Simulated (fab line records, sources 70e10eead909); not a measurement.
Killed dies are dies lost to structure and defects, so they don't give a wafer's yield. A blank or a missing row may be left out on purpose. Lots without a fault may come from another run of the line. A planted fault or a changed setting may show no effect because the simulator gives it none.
Which tool did it? | flow nand_harc | 13 lots, 39 wafers sampled, at 6 steps of a route of 1159

WHAT THE GAUGES READ, wafer by wafer
NHARC_P_ZERO_WELL_INSPECT_43. Usual: raw_defect_count 13, standard deviation 5.7.
lot  | measured    | on                | raw_defect_count | flag
L716 | day 1 19:50 | defect_inspect-01 | 9 8 12           |
L717 | day 2 01:55 | defect_inspect-01 | 9 8 6            |
L718 | day 2 07:47 | defect_inspect-01 | 9 12 13          |
L719 | day 2 13:34 | defect_inspect-02 | 15 13 5          |
L721 | day 3 01:28 | defect_inspect-01 | 14 7 5           |
L722 | day 3 07:41 | defect_inspect-01 | 30 15 19         |
L725 | day 4 01:31 | defect_inspect-02 | 10 11 8          |
L726 | day 4 07:37 | defect_inspect-02 | 18 20 14         |
L727 | day 4 13:31 | defect_inspect-01 | 13 19 12         |
L736 | day 6 19:23 | defect_inspect-02 | 6 18 3           |
L737 | day 7 01:41 | defect_inspect-01 | 16 11 16         |
L738 | day 7 07:35 | defect_inspect-01 | 15 6 14          |
L739 | day 7 13:22 | defect_inspect-02 | 13 11 9          |

NHARC_P_STI_CD_MEAS_16. Usual: cd_nm 200.5 nm, standard deviation 2.3.
lot  | measured    | on        | cd_nm (nm)        | flag
L716 | day 2 12:12 | cd_sem-02 | 197.9 202.7 201.8 |
L717 | day 2 18:55 | cd_sem-03 | 198.6 196.7 198.4 |
L718 | day 3 02:49 | cd_sem-03 | 205.5 202.8 201.0 |
L719 | day 3 02:58 | cd_sem-03 | 202.0 199.2 200.5 |
L721 | day 3 19:18 | cd_sem-01 | 198.9 203.6 200.7 |
L722 | day 4 00:28 | cd_sem-03 | 201.1 196.7 199.4 |
L725 | day 4 20:38 | cd_sem-01 | 198.1 202.2 202.4 |
L726 | day 4 20:47 | cd_sem-03 | 200.0 199.6 199.8 |
L727 | day 5 10:26 | cd_sem-02 | 197.9 200.2 202.4 |
L736 | day 7 14:47 | cd_sem-02 | 202.7 200.6 201.4 |
L737 | day 7 14:37 | cd_sem-03 | 198.4 199.7 198.6 |
L738 | day 7 23:27 | cd_sem-03 | 195.1 195.1 197.3 |
L739 | day 8 08:29 | cd_sem-03 | 200.1 201.8 201.5 |

NHARC_P_GATE_CD_MEAS_11: target cd 1640 nm. Usual: cd_nm 1640.7 nm, standard deviation 1.6.
lot  | measured    | on        | cd_nm (nm)           | flag
L716 | day 4 03:48 | cd_sem-03 | 1641.1 1639.0 1640.6 |
L717 | day 4 08:31 | cd_sem-02 | 1641.1 1639.9 1640.9 |
L718 | day 4 16:41 | cd_sem-03 | 1641.7 1644.1 1641.2 |
L719 | day 4 16:43 | cd_sem-02 | 1638.1 1635.8 1638.5 |
L721 | day 5 09:59 | cd_sem-02 | 1642.0 1642.4 1641.5 |
L722 | day 5 17:44 | cd_sem-02 | 1638.8 1640.4 1639.8 |
L725 | day 6 10:15 | cd_sem-02 | - - -                | OFF
L726 | day 6 10:13 | cd_sem-03 | 1639.3 1643.2 1640.8 |
L727 | day 7 06:53 | cd_sem-02 | 1639.8 1641.4 1639.2 |
L736 | day 9 03:44 | cd_sem-01 | 1642.4 1640.1 1641.6 |
L737 | day 9 03:41 | cd_sem-03 | 1643.1 1639.2 1641.4 |
L738 | day 9 14:50 | cd_sem-02 | 1640.8 1639.8 1641.0 |
L739 | day 9 20:20 | cd_sem-02 | 1640.6 1642.8 1639.4 |

NHARC_END_SORT_01. Usual: killed_at_array 28, standard deviation 9.1; killed_at_other 0.6, standard deviation 0.87; killed_at_periphery 3.4, standard deviation 2.7; killed_dies 32, standard deviation 9; killed_open 3.2, standard deviation 1.9; killed_short 2.0, standard deviation 1.3.
lot  | measured     | on        | killed_at_array | killed_at_other | killed_at_periphery | killed_dies | killed_open | killed_short | flag
L725 | day 22 00:27 | prober-02 | 28 24 24        | 0 1 1           | 649 652 652         | 677 677 677 | 2 1 4       | 1 2 5        | OFF

WHICH TOOL RAN EACH LOT (tool, then ch and the chambers of the sampled wafers, then the start)
lot  | NHARC_P_ZERO_WELL_DESCUM_54       | NHARC_P_GATE_EXPOSE_08
L716 | rie_diel-03 ch 1,2, day 1 18:10   | krf_scanner-01 ch 0, day 4 03:39
L717 | rie_diel-12 ch 0,2,3, day 2 00:16 | krf_scanner-01 ch 0, day 4 08:22
L718 | rie_diel-11 ch 0,2,3, day 2 06:08 | krf_scanner-03 ch 0, day 4 16:32
L719 | rie_diel-03 ch 1,2,3, day 2 11:55 | krf_scanner-03 ch 0, day 4 16:34
L721 | rie_diel-12 ch 0,1,2, day 2 23:47 | krf_scanner-04 ch 0, day 5 09:50
L722 | rie_diel-12 ch 0,2,3, day 3 05:55 | krf_scanner-03 ch 0, day 5 17:35
L725 | rie_diel-12 ch 0,1,2, day 3 23:50 | krf_scanner-01 ch 0, day 6 10:06
L726 | rie_diel-12 ch 0,2, day 4 05:58   | krf_scanner-01 ch 0, day 6 10:04
L727 | rie_diel-03 ch 1,2, day 4 11:52   | krf_scanner-04 ch 0, day 7 06:44
L736 | rie_diel-12 ch 2,3, day 6 17:38   | krf_scanner-01 ch 0, day 9 03:35
L737 | rie_diel-12 ch 0,1,3, day 7 00:04 | krf_scanner-01 ch 0, day 9 03:32
L738 | rie_diel-11 ch 0,1,3, day 7 05:53 | krf_scanner-04 ch 0, day 9 14:41
L739 | rie_diel-12 ch 0,1,2, day 7 11:42 | krf_scanner-03 ch 0, day 9 20:11
- NHARC_P_ZERO_WELL_DESCUM_54: chemistry O2, time 3 s.
- NHARC_P_GATE_EXPOSE_08: exposes mask P HV.

WHAT THE TOOLS THEMSELVES READ (means of the sampled wafers that have a number; where no wafer has one, the mark that the record gives instead)
NHARC_P_ZERO_WELL_DESCUM_54. Usual: drypump_motor_current_A 5.7 A, standard deviation 0.4; oes_product_au 1.001 a.u., standard deviation 0.0091; rf_vpp_V 57.6 V, standard deviation 1.1; showerhead_plenum_p_Torr 1.90 Torr, standard deviation 0.086; throttle_valve_pct 11.311 %, standard deviation 0.009.
lot  | tool        | drypump_motor_current_A (A) | oes_product_au (a.u.) | rf_vpp_V (V) | showerhead_plenum_p_Torr (Torr) | throttle_valve_pct (%) | flag
L716 | rie_diel-03 | 5.8                         | 1.007                 | 57.2         | 1.87                            | 11.311                 |
L717 | rie_diel-12 | 6.2                         | 0.994                 | 57.2         | 1.86                            | 11.320                 |
L718 | rie_diel-11 | 5.4                         | 0.997                 | 57.1         | 1.87                            | 11.319                 |
L719 | rie_diel-03 | 5.7                         | 0.998                 | 58.0         | 1.94                            | 11.311                 |
L721 | rie_diel-12 | 6.1                         | 1.006                 | 58.2         | 1.93                            | 11.312                 |
L722 | rie_diel-12 | 6.2                         | 0.994                 | 58.3         | 1.86                            | 11.307                 |
L725 | rie_diel-12 | 6.1                         | 0.997                 | 57.2         | 1.93                            | 11.309                 |
L726 | rie_diel-12 | 6.2                         | 1.009                 | 57.8         | 1.87                            | 11.309                 |
L727 | rie_diel-03 | 5.8                         | 1.010                 | 57.5         | 1.87                            | 11.307                 |
L736 | rie_diel-12 | 6.1                         | 1.000                 | 56.5         | 1.85                            | 11.308                 |
L737 | rie_diel-12 | 6.1                         | 1.007                 | 56.9         | 1.88                            | 11.316                 |
L738 | rie_diel-11 | 5.5                         | 1.002                 | 57.1         | 1.87                            | 11.311                 |
L739 | rie_diel-12 | 6.1                         | 0.999                 | 58.2         | 1.93                            | 11.316                 |

THE ANSWER, worked out from the rows above alone
Rule: a lot is off if the mean of its wafers that have a number lies more than 3 standard deviations from the usual mean. A lot without any number at a reading at which 4 lots or more have one is off too. The other lots that the step has rows for count as sound. The gauges are gone through in route order, then the tools' own readings, and for those a lot's mean is taken as printed above. The first step at which some lot is off is used, and at that step the reading that is off furthest; a lot without a number counts as furthest.
Off: L725, at NHARC_P_GATE_CD_MEAS_11 (cd_nm). Without a number there: L725.
A tool fits if, at a process step before that reading, it ran every lot that is off, and no sound lot after the first of them. The gauges at NHARC_P_GATE_CD_MEAS_11 aren't tried: what is off there is off at NHARC_END_SORT_01 too, on other tools, and a gauge's error can't cause that. None of those tried fits.

WHAT THE SIMULATOR HAD PUT IN
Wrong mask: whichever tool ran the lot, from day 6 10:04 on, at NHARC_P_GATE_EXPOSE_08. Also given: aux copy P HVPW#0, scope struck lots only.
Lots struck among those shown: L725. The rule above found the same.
